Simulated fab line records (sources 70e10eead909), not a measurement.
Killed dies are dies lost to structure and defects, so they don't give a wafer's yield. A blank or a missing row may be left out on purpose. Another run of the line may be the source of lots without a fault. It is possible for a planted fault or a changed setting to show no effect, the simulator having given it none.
Which tool is to blame? + flow nandHarc + 13 lots with 39 wafers sampled at 5 steps, on a route of 1159 steps

WHAT EACH GAUGE READ, for each wafer
NHARC_THIN_TSV_CD_MEAS_16. Usual: cdNm 999.2 nm, standard deviation 2.3.
| lot  | measured     | on       | cdNm (nm)            | flag |
|------|--------------|----------|----------------------|------|
| L397 | day 18 20:35 | cdSem-01 | 998.2 999.6 998.2    |      |
| L396 | day 18 21:50 | cdSem-02 | 1001.3 996.8 1002.6  |      |
| L399 | day 19 00:24 | cdSem-01 | 996.3 998.8 996.6    |      |
| L400 | day 18 22:58 | cdSem-02 | 1000.0 1000.4 998.7  |      |
| L401 | day 19 09:03 | cdSem-02 | 999.1 994.6 995.4    |      |
| L398 | day 19 10:07 | cdSem-03 | 1002.7 1000.8 999.6  |      |
| L402 | day 19 17:09 | cdSem-01 | 1000.9 1000.0 1003.7 |      |
| L403 | day 20 11:36 | cdSem-01 | 994.5 995.4 1000.2   |      |
| L404 | day 21 02:15 | cdSem-01 | 1000.3 1002.4 998.4  |      |
| L416 | day 23 05:59 | cdSem-02 | 1000.3 1000.3 1001.0 |      |
| L414 | day 23 07:21 | cdSem-02 | 998.7 994.9 999.1    |      |
| L417 | day 23 18:26 | cdSem-02 | 997.6 1002.3 998.8   |      |
| L419 | day 24 08:11 | cdSem-02 | 997.6 1000.1 999.7   |      |

NHARC_END_SORT_01. Usual: defectLimitedYield 95.1 %, standard deviation 1.5; killedAtArray 29, standard deviation 10; killedAtOther 0.7, standard deviation 1; killedAtPeriphery 3.7, standard deviation 2.6; killedDies 33, standard deviation 10; killedOpen 3.4, standard deviation 1.8; killedShort 1.8, standard deviation 1.3; sort_bin_2_pct 1.5 %, standard deviation 0.64; sort_bin_3_pct 0.29 %, standard deviation 0.24; sort_bin_4_pct 3.1 %, standard deviation 0.95; sortNPass 644, standard deviation 10; sortRimYieldPct 96.9 %, standard deviation 2.6; sortYieldPct 95.1 %, standard deviation 1.5.
| lot  | measured     | on        | defectLimitedYield (%) | killedAtArray | killedAtOther | killedAtPeriphery | killedDies  | killedOpen | killedShort | sort_bin_2_pct (%) | sort_bin_3_pct (%) | sort_bin_4_pct (%) | sortNPass   | sortRimYieldPct (%) | sortYieldPct (%) | flag |
|------|--------------|-----------|------------------------|---------------|---------------|-------------------|-------------|------------|-------------|--------------------|--------------------|--------------------|-------------|---------------------|------------------|------|
| L397 | day 19 15:46 | prober-01 | 97.5 97.6 97.0         | 13 8 16       | 0 5 3         | 4 3 1             | 17 16 20    | 4 3 5      | 1 1 1       | 0.7 0.7 0.9        | 0.15 0.30 0.30     | 1.6 1.3 1.8        | 660 661 657 | 98.1 99.1 95.3      | 97.5 97.6 97.0   |      |
| L396 | day 20 00:25 | prober-01 | 95.4 96.5 94.4         | 30 21 33      | 0 1 1         | 1 2 4             | 31 24 38    | 1 2 5      | 1 0 1       | 1.5 0.7 1.8        | 0.15 0.44 0.44     | 3.0 2.4 3.4        | 646 653 639 | 91.5 100.0 98.1     | 95.4 96.5 94.4   |      |
| L399 | day 20 02:02 | prober-02 | 96.3 97.2 95.6         | 22 15 27      | 1 1 1         | 2 3 2             | 25 19 30    | 4 1 2      | 3 1 2       | 1.0 1.5 0.9        | 0.30 0 0           | 2.4 1.3 3.5        | 652 658 647 | 97.2 94.3 97.2      | 96.3 97.2 95.6   |      |
| L400 | day 19 16:44 | prober-02 | 95.1 96.9 97.0         | 30 18 18      | 0 0 0         | 3 3 2             | 33 21 20    | 2 4 3      | 1 2 2       | 1.6 0.9 1.2        | 0.15 0.30 0        | 3.1 1.9 1.8        | 644 656 657 | 98.1 98.1 99.1      | 95.1 96.9 97.0   |      |
| L401 | day 20 09:56 | prober-01 | 97.3 95.6 95.7         | 17 27 21      | 0 2 3         | 1 1 5             | 18 30 29    | 1 2 5      | 1 1 5       | 0.7 1.5 1.6        | 0.15 0.44 0.15     | 1.8 2.5 2.5        | 659 647 648 | 100.0 99.1 97.2     | 97.3 95.6 95.7   |      |
| L398 | day 20 09:53 | prober-02 | 96.8 96.2 95.1         | 20 26 31      | 0 0 0         | 2 0 2             | 22 26 33    | 7 4 3      | 1 0 2       | 1.3 0.9 0.9        | 0.15 0 0.44        | 1.8 3.0 3.5        | 655 651 644 | 95.3 96.2 97.2      | 96.8 96.2 95.1   |      |
| L402 | day 20 16:11 | prober-01 | 95.9 95.7 96.9         | 25 24 18      | 0 0 0         | 3 5 3             | 28 29 21    | 3 2 2      | 2 1 4       | 0.7 1.0 0.9        | 0.15 0.44 0        | 3.2 2.8 2.2        | 649 648 656 | 100.0 99.1 95.3     | 95.9 95.7 96.9   |      |
| L403 | day 21 04:43 | prober-02 | 44.0 44.0 44.0         | 376 375 373   | 0 0 0         | 3 4 6             | 379 379 379 | 3 2 4      | 0 0 2       | 19.4 19.9 22.3     | 4.28 4.43 4.14     | 32.3 31.6 29.5     | 298 298 298 | 49.1 42.5 46.2      | 44.0 44.0 44.0   | OFF  |
| L404 | day 21 16:08 | prober-01 | 38.3 39.7 40.5         | 413 407 399   | 0 0 1         | 5 1 3             | 418 408 403 | 3 3 0      | 1 1 1       | 20.1 18.9 20.5     | 5.17 5.17 4.87     | 36.5 36.2 34.1     | 259 269 274 | 46.2 33.0 45.3      | 38.3 39.7 40.5   | OFF  |
| L416 | day 23 23:31 | prober-01 | 93.6 95.1 93.9         | 36 30 36      | 0 1 0         | 7 2 5             | 43 33 41    | 2 1 3      | 3 1 3       | 2.7 1.2 2.5        | 0.30 0.30 0.30     | 3.4 3.4 3.2        | 634 644 636 | 98.1 92.5 98.1      | 93.6 95.1 93.9   |      |
| L414 | day 24 07:16 | prober-02 | 95.6 93.4 93.6         | 23 36 28      | 0 0 0         | 7 9 15            | 30 45 43    | 4 3 6      | 2 3 1       | 1.3 1.2 1.9        | 0.44 0.89 0.59     | 2.7 4.6 3.8        | 647 632 634 | 98.1 99.1 98.1      | 95.6 93.4 93.6   |      |
| L417 | day 24 11:55 | prober-01 | 94.2 95.3 95.0         | 33 28 28      | 3 1 1         | 3 3 5             | 39 32 34    | 6 2 3      | 1 5 0       | 1.2 1.2 1.6        | 0.44 0.15 0.15     | 4.1 3.4 3.2        | 638 645 643 | 91.5 96.2 96.2      | 94.2 95.3 95.0   |      |
| L419 | day 24 22:04 | prober-01 | 93.1 92.3 93.4         | 46 49 39      | 0 0 0         | 1 3 6             | 47 52 45    | 2 6 5      | 1 3 3       | 2.2 2.2 1.2        | 1.18 0.15 0.30     | 3.5 5.3 5.2        | 630 625 632 | 98.1 98.1 94.3      | 93.1 92.3 93.4   |      |

TOOL THAT RAN EACH LOT (tool first, then ch and the chambers of the sampled wafers, then the start)
| lot  | NHARC_A_M0_ECD_22             | NHARC_THIN_TSV_ETCHBACK_48        | NHARC_THIN_TSV_ANNEAL_52        |
|------|-------------------------------|-----------------------------------|---------------------------------|
| L397 | ecdCu-02 ch 0,1, day 17 19:15 | rieDiel-06 ch 0,2, day 18 21:53   | rtpAnneal-01 ch 0, day 18 23:37 |
| L396 | ecdCu-02 ch 0,1, day 17 19:39 | rieDiel-03 ch 0,2,3, day 18 23:24 | rtpAnneal-01 ch 0, day 19 01:24 |
| L399 | ecdCu-02 ch 0,1, day 17 22:51 | rieDiel-06 ch 1,2,3, day 19 01:47 | rtpAnneal-02 ch 0, day 19 03:29 |
| L400 | ecdCu-02 ch 0,1, day 18 00:40 | rieDiel-03 ch 2,3, day 19 00:14   | rtpAnneal-02 ch 0, day 19 01:58 |
| L401 | ecdCu-02 ch 0,1, day 18 06:33 | rieDiel-06 ch 0,1,3, day 19 10:28 | rtpAnneal-02 ch 0, day 19 12:15 |
| L398 | ecdCu-01 ch 0,1, day 18 09:32 | rieDiel-06 ch 0,1,2, day 19 11:25 | rtpAnneal-02 ch 0, day 19 13:11 |
| L402 | ecdCu-02 ch 0,1, day 18 15:38 | rieDiel-06 ch 0,2, day 19 18:27   | rtpAnneal-02 ch 0, day 19 20:11 |
| L403 | ecdCu-02 ch 0,1, day 19 10:35 | rieDiel-03 ch 1,2, day 20 12:53   | rtpAnneal-02 ch 0, day 20 14:41 |
| L404 | ecdCu-02 ch 0,1, day 20 00:00 | rieDiel-04 ch 2,3, day 21 03:34   | rtpAnneal-01 ch 0, day 21 05:15 |
| L416 | ecdCu-01 ch 0, day 22 01:28   | rieDiel-03 ch 0,1,3, day 23 07:21 | rtpAnneal-02 ch 0, day 23 09:07 |
| L414 | ecdCu-01 ch 0,1, day 22 03:50 | rieDiel-06 ch 0,1,2, day 23 08:40 | rtpAnneal-01 ch 0, day 23 10:22 |
| L417 | ecdCu-01 ch 0,1, day 22 19:02 | rieDiel-06 ch 0,1,3, day 23 19:50 | rtpAnneal-02 ch 0, day 23 21:39 |
| L419 | ecdCu-01 ch 0,1, day 23 08:04 | rieDiel-06 ch 0,2, day 24 09:31   | rtpAnneal-01 ch 0, day 24 11:16 |
- NHARC_A_M0_ECD_22: material Cu, target thk 400 nm.
- NHARC_THIN_TSV_ETCHBACK_48: etches the open film in C4F8/Ar, target depth 1028.5 nm, time 405.17 s.
- NHARC_THIN_TSV_ANNEAL_52: time 90 s.

AS READ BY THE TOOLS THEMSELVES (means over the sampled wafers that have a number; for cases with no such wafer, the mark the record gives instead)
NHARC_THIN_TSV_ETCHBACK_48. Usual: oesProductAu 0.95 a.u., standard deviation 0.036; rfVppV 547.4 V, standard deviation 2.8.
| lot  | tool       | oesProductAu (a.u.) | rfVppV (V) | flag |
|------|------------|---------------------|------------|------|
| L397 | rieDiel-06 | 0.97                | 550.5      |      |
| L396 | rieDiel-03 | 0.96                | 547.8      |      |
| L399 | rieDiel-06 | 0.99                | 546.7      |      |
| L400 | rieDiel-03 | 0.93                | 547.0      |      |
| L401 | rieDiel-06 | 1.01                | 546.0      |      |
| L398 | rieDiel-06 | 1.00                | 548.7      |      |
| L402 | rieDiel-06 | 0.98                | 551.1      |      |
| L403 | rieDiel-03 | 0.91                | 547.5      |      |
| L404 | rieDiel-04 | 1.00                | 546.7      |      |
| L416 | rieDiel-03 | 0.93                | 546.7      |      |
| L414 | rieDiel-06 | 0.92                | 549.2      |      |
| L417 | rieDiel-06 | 0.92                | 547.2      |      |
| L419 | rieDiel-06 | 0.91                | 550.6      |      |

NHARC_THIN_TSV_ANNEAL_52. Usual: wafer_temp_C_max 226.04, standard deviation 0.3.
| lot  | tool         | wafer_temp_C_max | flag |
|------|--------------|------------------|------|
| L397 | rtpAnneal-01 | 226.11           |      |
| L396 | rtpAnneal-01 | 225.99           |      |
| L399 | rtpAnneal-02 | 225.97           |      |
| L400 | rtpAnneal-02 | 226.43           |      |
| L401 | rtpAnneal-02 | 226.28           |      |
| L398 | rtpAnneal-02 | 226.04           |      |
| L402 | rtpAnneal-02 | 226.07           |      |
| L403 | rtpAnneal-02 | 226.21           |      |
| L404 | rtpAnneal-01 | 225.90           |      |
| L416 | rtpAnneal-02 | 226.33           |      |
| L414 | rtpAnneal-01 | 225.98           |      |
| L417 | rtpAnneal-02 | 226.12           |      |
| L419 | rtpAnneal-01 | 225.60           |      |

THE ANSWER, worked out from the rows above alone
Rule: take the mean of a lot's wafers that have a number; if it is more than 3 standard deviations from the usual mean, the lot is off. Also off: a lot with no number at a reading for which 4 or more lots have one. All remaining lots with rows at the step are treated as sound. First the gauges in route order, then the tools' own readings, where a lot's mean is used as printed above. The first step at which some lot is off is used, and at that step the reading that is off furthest; a lot without a number counts as furthest.
Off: L403, L404 (NHARC_END_SORT_01, killedAtArray).
A tool fits if, at a process step before that reading, it ran every lot that is off, and no sound lot after the first of them. Gauges at NHARC_END_SORT_01: tried the same way as those tools. One candidate fits, namely ecdCu-02 at NHARC_A_M0_ECD_22. Its last sound lot is L402 (day 18 15:38), its first lot that is off L403 (day 19 10:35): a fault that began between those two fits.

WHAT THE SIMULATOR PUT IN
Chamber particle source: ecdCu-02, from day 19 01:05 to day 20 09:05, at NHARC_A_M0_ECD_22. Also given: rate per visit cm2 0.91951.
Lots struck among those shown: L403, L404. The rule above reached the same finding.
